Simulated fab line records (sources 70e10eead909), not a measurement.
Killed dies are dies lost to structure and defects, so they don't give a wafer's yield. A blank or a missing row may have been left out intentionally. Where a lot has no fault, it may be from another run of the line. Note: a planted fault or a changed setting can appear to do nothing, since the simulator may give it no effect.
Which tool is to blame? / flow nandHarc / Sampling: 12 lots, 35 wafers, 5 of 1302 route steps

WHAT THE GAUGES READ, wafer by wafer
NHARC_END_SORT_01. Usual: killedAtArray 50, standard deviation 14; killedAtOther 0.9, standard deviation 1; killedAtPeriphery 3.9, standard deviation 2.5; killedDies 55, standard deviation 15; killedOpen 3.5, standard deviation 1.9; killedShort 2.5, standard deviation 1.7.
lot=L237; measured=day 34 06:47; on=prober-02; killedAtArray=58 69 48; killedAtOther=0 0 0; killedAtPeriphery=1 2 3; killedDies=59 71 51; killedOpen=1 1 1; killedShort=1 1 3; flag=

WHAT TOOL EACH LOT RAN ON (gives the tool, then ch and the chambers of the sampled wafers, and finally the start)
lot=L216; NHARC_A_CHANNEL_HOLE_D1_ETCH_22=harEtch-01 ch 0,1, day 9 02:32; NHARC_A_CHANNEL_HOLE_D1_ETCH_25=harEtch-01 ch 0,1, day 9 04:34; NHARC_A_CHANNEL_FILL_D1_ALD_02=aldHk-02 ch 0,1,2, day 9 07:43; NHARC_A_CHANNEL_FILL_D1_STRIP_28=rieDiel-12 ch 0,1,3, day 10 07:56
lot=L217; NHARC_A_CHANNEL_HOLE_D1_ETCH_22=harEtch-01 ch 0,1, day 9 07:37; NHARC_A_CHANNEL_HOLE_D1_ETCH_25=harEtch-01 ch 0,1, day 9 09:42; NHARC_A_CHANNEL_FILL_D1_ALD_02=aldHk-04 ch 0,1,2, day 9 12:34; NHARC_A_CHANNEL_FILL_D1_STRIP_28=rieDiel-08 ch 0,1, day 10 16:40
lot=L223; NHARC_A_CHANNEL_HOLE_D1_ETCH_22=harEtch-01 ch 0,1, day 12 15:59; NHARC_A_CHANNEL_HOLE_D1_ETCH_25=harEtch-01 ch 0,1, day 12 18:07; NHARC_A_CHANNEL_FILL_D1_ALD_02=aldHk-02 ch 1,3, day 12 20:57; NHARC_A_CHANNEL_FILL_D1_STRIP_28=rieDiel-12 ch 2,3, day 13 21:12
lot=L226; NHARC_A_CHANNEL_HOLE_D1_ETCH_22=harEtch-01 ch 0,1, day 13 05:55; NHARC_A_CHANNEL_HOLE_D1_ETCH_25=harEtch-01 ch 0,1, day 13 07:56; NHARC_A_CHANNEL_FILL_D1_ALD_02=aldHk-02 ch 0,1,2, day 13 11:06; NHARC_A_CHANNEL_FILL_D1_STRIP_28=rieDiel-08 ch 1,2,3, day 14 11:25
lot=L228; NHARC_A_CHANNEL_HOLE_D1_ETCH_22=harEtch-02 ch 0,1, day 14 07:44; NHARC_A_CHANNEL_HOLE_D1_ETCH_25=harEtch-02 ch 0,1, day 14 09:47; NHARC_A_CHANNEL_FILL_D1_ALD_02=aldHk-04 ch 0,1, day 14 12:51; NHARC_A_CHANNEL_FILL_D1_STRIP_28=rieDiel-12 ch 1,2,3, day 15 13:12
lot=L230; NHARC_A_CHANNEL_HOLE_D1_ETCH_22=harEtch-01 ch 0,1, day 14 14:20; NHARC_A_CHANNEL_HOLE_D1_ETCH_25=harEtch-01 ch 0,1, day 14 16:26; NHARC_A_CHANNEL_FILL_D1_ALD_02=aldHk-01 ch 0,3, day 14 19:37; NHARC_A_CHANNEL_FILL_D1_STRIP_28=rieDiel-09 ch 0,3, day 15 19:35
lot=L232; NHARC_A_CHANNEL_HOLE_D1_ETCH_22=harEtch-01 ch 0,1, day 15 21:26; NHARC_A_CHANNEL_HOLE_D1_ETCH_25=harEtch-01 ch 0,1, day 15 23:28; NHARC_A_CHANNEL_FILL_D1_ALD_02=aldHk-02 ch 0,2, day 16 02:31; NHARC_A_CHANNEL_FILL_D1_STRIP_28=rieDiel-08 ch 0,1,2, day 17 02:50
lot=L233; NHARC_A_CHANNEL_HOLE_D1_ETCH_22=harEtch-02 ch 0,1, day 16 08:02; NHARC_A_CHANNEL_HOLE_D1_ETCH_25=harEtch-02 ch 0,1, day 16 10:14; NHARC_A_CHANNEL_FILL_D1_ALD_02=aldHk-04 ch 0,1,3, day 16 13:04; NHARC_A_CHANNEL_FILL_D1_STRIP_28=rieDiel-08 ch 0,1,3, day 17 13:16
lot=L234; NHARC_A_CHANNEL_HOLE_D1_ETCH_22=harEtch-01 ch 0,1, day 16 08:02; NHARC_A_CHANNEL_HOLE_D1_ETCH_25=harEtch-01 ch 0,1, day 16 10:09; NHARC_A_CHANNEL_FILL_D1_ALD_02=aldHk-01 ch 0,3, day 16 13:27; NHARC_A_CHANNEL_FILL_D1_STRIP_28=rieDiel-09 ch 0,1,2, day 17 13:16
lot=L236; NHARC_A_CHANNEL_HOLE_D1_ETCH_22=harEtch-02 ch 0,1, day 18 00:05; NHARC_A_CHANNEL_HOLE_D1_ETCH_25=harEtch-02 ch 0,1, day 18 02:07; NHARC_A_CHANNEL_FILL_D1_ALD_02=aldHk-04 ch 0,1,3, day 18 05:20; NHARC_A_CHANNEL_FILL_D1_STRIP_28=rieDiel-12 ch 0,1,3, day 19 05:35
lot=L237; NHARC_A_CHANNEL_HOLE_D1_ETCH_22=harEtch-02 ch 0,1, day 18 04:34; NHARC_A_CHANNEL_HOLE_D1_ETCH_25=harEtch-02 ch 0,1, day 18 06:38; NHARC_A_CHANNEL_FILL_D1_ALD_02=aldHk-04 ch 0,2, day 18 09:43; NHARC_A_CHANNEL_FILL_D1_STRIP_28=rieDiel-08 ch 0,1,2, day 19 09:48
lot=L238; NHARC_A_CHANNEL_HOLE_D1_ETCH_22=harEtch-01 ch 0,1, day 18 06:43; NHARC_A_CHANNEL_HOLE_D1_ETCH_25=harEtch-01 ch 0,1, day 18 08:48; NHARC_A_CHANNEL_FILL_D1_ALD_02=aldHk-04 ch 2,3, day 18 11:40; NHARC_A_CHANNEL_FILL_D1_STRIP_28=rieDiel-12 ch 0,1, day 19 09:48
- NHARC_A_CHANNEL_HOLE_D1_ETCH_22: etches the open film in C4F8/O2/Ar, time 666.7 s, target depth 1600 nm.
- NHARC_A_CHANNEL_HOLE_D1_ETCH_25: etches the open film in C4F8/O2/Ar, time 1040.2 s, target depth 1500 nm.
- NHARC_A_CHANNEL_FILL_D1_ALD_02: deposits SiO2, target thk 6 nm, pulse time 10 s, ald cycles 60.
- NHARC_A_CHANNEL_FILL_D1_STRIP_28: strips in O2, time 20 s.

WHAT THE TOOLS THEMSELVES READ (means of the sampled wafers that have a number; where no wafer has one, the mark that the record gives instead)
NHARC_A_CHANNEL_HOLE_D1_ETCH_22. Usual: drypumpMotorCurrentA 5.73 A, standard deviation 0.14; showerheadPlenumPTorr 3.712 Torr, standard deviation 0.027; throttleValvePct 32.156 %, standard deviation 0.0096.
lot=L216; tool=harEtch-01; drypumpMotorCurrentA (A)=5.83; showerheadPlenumPTorr (Torr)=3.731; throttleValvePct (%)=32.163; flag=
lot=L217; tool=harEtch-01; drypumpMotorCurrentA (A)=5.82; showerheadPlenumPTorr (Torr)=3.729; throttleValvePct (%)=32.152; flag=
lot=L223; tool=harEtch-01; drypumpMotorCurrentA (A)=5.84; showerheadPlenumPTorr (Torr)=3.706; throttleValvePct (%)=32.158; flag=
lot=L226; tool=harEtch-01; drypumpMotorCurrentA (A)=5.85; showerheadPlenumPTorr (Torr)=3.702; throttleValvePct (%)=32.157; flag=
lot=L228; tool=harEtch-02; drypumpMotorCurrentA (A)=5.58; showerheadPlenumPTorr (Torr)=3.723; throttleValvePct (%)=32.153; flag=
lot=L230; tool=harEtch-01; drypumpMotorCurrentA (A)=5.84; showerheadPlenumPTorr (Torr)=3.688; throttleValvePct (%)=32.157; flag=
lot=L232; tool=harEtch-01; drypumpMotorCurrentA (A)=5.85; showerheadPlenumPTorr (Torr)=3.678; throttleValvePct (%)=32.154; flag=
lot=L233; tool=harEtch-02; drypumpMotorCurrentA (A)=5.55; showerheadPlenumPTorr (Torr)=3.711; throttleValvePct (%)=32.162; flag=
lot=L234; tool=harEtch-01; drypumpMotorCurrentA (A)=5.84; showerheadPlenumPTorr (Torr)=3.674; throttleValvePct (%)=32.168; flag=
lot=L236; tool=harEtch-02; drypumpMotorCurrentA (A)=5.60; showerheadPlenumPTorr (Torr)=3.701; throttleValvePct (%)=32.163; flag=
lot=L237; tool=harEtch-02; drypumpMotorCurrentA (A)=5.60; showerheadPlenumPTorr (Torr)=3.699; throttleValvePct (%)=32.149; flag=
lot=L238; tool=harEtch-01; drypumpMotorCurrentA (A)=5.83; showerheadPlenumPTorr (Torr)=3.659; throttleValvePct (%)=32.158; flag=

NHARC_A_CHANNEL_HOLE_D1_ETCH_25. Usual: drypumpMotorCurrentA 5.73 A, standard deviation 0.13; showerheadPlenumPTorr 3.706 Torr, standard deviation 0.027; throttleValvePct 32.236 %, standard deviation 0.0087.
lot=L216; tool=harEtch-01; drypumpMotorCurrentA (A)=5.84; showerheadPlenumPTorr (Torr)=3.726; throttleValvePct (%)=32.235; flag=
lot=L217; tool=harEtch-01; drypumpMotorCurrentA (A)=5.83; showerheadPlenumPTorr (Torr)=3.724; throttleValvePct (%)=32.247; flag=
lot=L223; tool=harEtch-01; drypumpMotorCurrentA (A)=5.83; showerheadPlenumPTorr (Torr)=3.700; throttleValvePct (%)=32.235; flag=
lot=L226; tool=harEtch-01; drypumpMotorCurrentA (A)=5.84; showerheadPlenumPTorr (Torr)=3.697; throttleValvePct (%)=32.237; flag=
lot=L228; tool=harEtch-02; drypumpMotorCurrentA (A)=5.60; showerheadPlenumPTorr (Torr)=3.717; throttleValvePct (%)=32.238; flag=
lot=L230; tool=harEtch-01; drypumpMotorCurrentA (A)=5.84; showerheadPlenumPTorr (Torr)=3.682; throttleValvePct (%)=32.233; flag=
lot=L232; tool=harEtch-01; drypumpMotorCurrentA (A)=5.82; showerheadPlenumPTorr (Torr)=3.672; throttleValvePct (%)=32.229; flag=
lot=L233; tool=harEtch-02; drypumpMotorCurrentA (A)=5.55; showerheadPlenumPTorr (Torr)=3.705; throttleValvePct (%)=32.235; flag=
lot=L234; tool=harEtch-01; drypumpMotorCurrentA (A)=5.85; showerheadPlenumPTorr (Torr)=3.668; throttleValvePct (%)=32.236; flag=
lot=L236; tool=harEtch-02; drypumpMotorCurrentA (A)=5.59; showerheadPlenumPTorr (Torr)=3.696; throttleValvePct (%)=32.227; flag=
lot=L237; tool=harEtch-02; drypumpMotorCurrentA (A)=5.61; showerheadPlenumPTorr (Torr)=3.694; throttleValvePct (%)=32.238; flag=
lot=L238; tool=harEtch-01; drypumpMotorCurrentA (A)=5.84; showerheadPlenumPTorr (Torr)=3.653; throttleValvePct (%)=32.232; flag=

NHARC_A_CHANNEL_FILL_D1_ALD_02. Usual: heaterPowerW 478 W, standard deviation 39; precursorPulseHeightRel 0.999, standard deviation 0.018.
lot=L216; tool=aldHk-02; heaterPowerW (W)=483; precursorPulseHeightRel=1.016; flag=
lot=L217; tool=aldHk-04; heaterPowerW (W)=460; precursorPulseHeightRel=0.991; flag=
lot=L223; tool=aldHk-02; heaterPowerW (W)=434; precursorPulseHeightRel=0.984; flag=
lot=L226; tool=aldHk-02; heaterPowerW (W)=493; precursorPulseHeightRel=0.993; flag=
lot=L228; tool=aldHk-04; heaterPowerW (W)=462; precursorPulseHeightRel=0.992; flag=
lot=L230; tool=aldHk-01; heaterPowerW (W)=515; precursorPulseHeightRel=1.001; flag=
lot=L232; tool=aldHk-02; heaterPowerW (W)=533; precursorPulseHeightRel=0.990; flag=
lot=L233; tool=aldHk-04; heaterPowerW (W)=469; precursorPulseHeightRel=0.999; flag=
lot=L234; tool=aldHk-01; heaterPowerW (W)=511; precursorPulseHeightRel=0.993; flag=
lot=L236; tool=aldHk-04; heaterPowerW (W)=468; precursorPulseHeightRel=0.972; flag=
lot=L237; tool=aldHk-04; heaterPowerW (W)=479; precursorPulseHeightRel=1.004; flag=
lot=L238; tool=aldHk-04; heaterPowerW (W)=495; precursorPulseHeightRel=1.008; flag=

NHARC_A_CHANNEL_FILL_D1_STRIP_28. Usual: drypumpMotorCurrentA 5.7 A, standard deviation 0.42; oesProductAu 1.002 a.u., standard deviation 0.0071; rfVppV 57.7 V, standard deviation 0.97; showerheadPlenumPTorr 3.52 Torr, standard deviation 0.13; throttleValvePct 17.037 %, standard deviation 0.0094.
lot=L216; tool=rieDiel-12; drypumpMotorCurrentA (A)=5.6; oesProductAu (a.u.)=1.006; rfVppV (V)=58.3; showerheadPlenumPTorr (Torr)=3.66; throttleValvePct (%)=17.047; flag=
lot=L217; tool=rieDiel-08; drypumpMotorCurrentA (A)=5.3; oesProductAu (a.u.)=1.001; rfVppV (V)=57.4; showerheadPlenumPTorr (Torr)=3.50; throttleValvePct (%)=17.036; flag=
lot=L223; tool=rieDiel-12; drypumpMotorCurrentA (A)=5.3; oesProductAu (a.u.)=1.012; rfVppV (V)=57.5; showerheadPlenumPTorr (Torr)=3.68; throttleValvePct (%)=17.037; flag=
lot=L226; tool=rieDiel-08; drypumpMotorCurrentA (A)=5.8; oesProductAu (a.u.)=1.003; rfVppV (V)=58.0; showerheadPlenumPTorr (Torr)=3.43; throttleValvePct (%)=17.043; flag=
lot=L228; tool=rieDiel-12; drypumpMotorCurrentA (A)=5.6; oesProductAu (a.u.)=1.006; rfVppV (V)=58.4; showerheadPlenumPTorr (Torr)=3.65; throttleValvePct (%)=17.037; flag=
lot=L230; tool=rieDiel-09; drypumpMotorCurrentA (A)=6.5; oesProductAu (a.u.)=0.990; rfVppV (V)=58.0; showerheadPlenumPTorr (Torr)=3.54; throttleValvePct (%)=17.030; flag=
lot=L232; tool=rieDiel-08; drypumpMotorCurrentA (A)=5.6; oesProductAu (a.u.)=1.004; rfVppV (V)=57.8; showerheadPlenumPTorr (Torr)=3.47; throttleValvePct (%)=17.042; flag=
lot=L233; tool=rieDiel-08; drypumpMotorCurrentA (A)=5.5; oesProductAu (a.u.)=1.002; rfVppV (V)=57.7; showerheadPlenumPTorr (Torr)=3.45; throttleValvePct (%)=17.038; flag=
lot=L234; tool=rieDiel-09; drypumpMotorCurrentA (A)=5.8; oesProductAu (a.u.)=1.003; rfVppV (V)=58.0; showerheadPlenumPTorr (Torr)=3.49; throttleValvePct (%)=17.034; flag=
lot=L236; tool=rieDiel-12; drypumpMotorCurrentA (A)=5.6; oesProductAu (a.u.)=0.999; rfVppV (V)=58.7; showerheadPlenumPTorr (Torr)=3.65; throttleValvePct (%)=17.039; flag=
lot=L237; tool=rieDiel-08; drypumpMotorCurrentA (A)=5.6; oesProductAu (a.u.)=0.997; rfVppV (V)=58.0; showerheadPlenumPTorr (Torr)=3.47; throttleValvePct (%)=17.037; flag=
lot=L238; tool=rieDiel-12; drypumpMotorCurrentA (A)=5.5; oesProductAu (a.u.)=0.999; rfVppV (V)=57.3; showerheadPlenumPTorr (Torr)=3.62; throttleValvePct (%)=17.037; flag=

THE ANSWER, worked out from the rows above alone
Rule: a lot counts as off when the mean over its wafers that have a number is more than 3 standard deviations away from the usual mean. A lot without any number at a reading at which 4 lots or more have one is off too. Any other lot the step has rows for is counted as sound. The gauges are gone through in route order, then the tools' own readings, and for those a lot's mean is taken as printed above. The first step at which some lot is off is used, and at that step the reading that is off furthest; a lot without a number counts as furthest.
None of the lots is off at any reading shown; this tells nothing.

WHAT THE SIMULATOR HAD INSERTED
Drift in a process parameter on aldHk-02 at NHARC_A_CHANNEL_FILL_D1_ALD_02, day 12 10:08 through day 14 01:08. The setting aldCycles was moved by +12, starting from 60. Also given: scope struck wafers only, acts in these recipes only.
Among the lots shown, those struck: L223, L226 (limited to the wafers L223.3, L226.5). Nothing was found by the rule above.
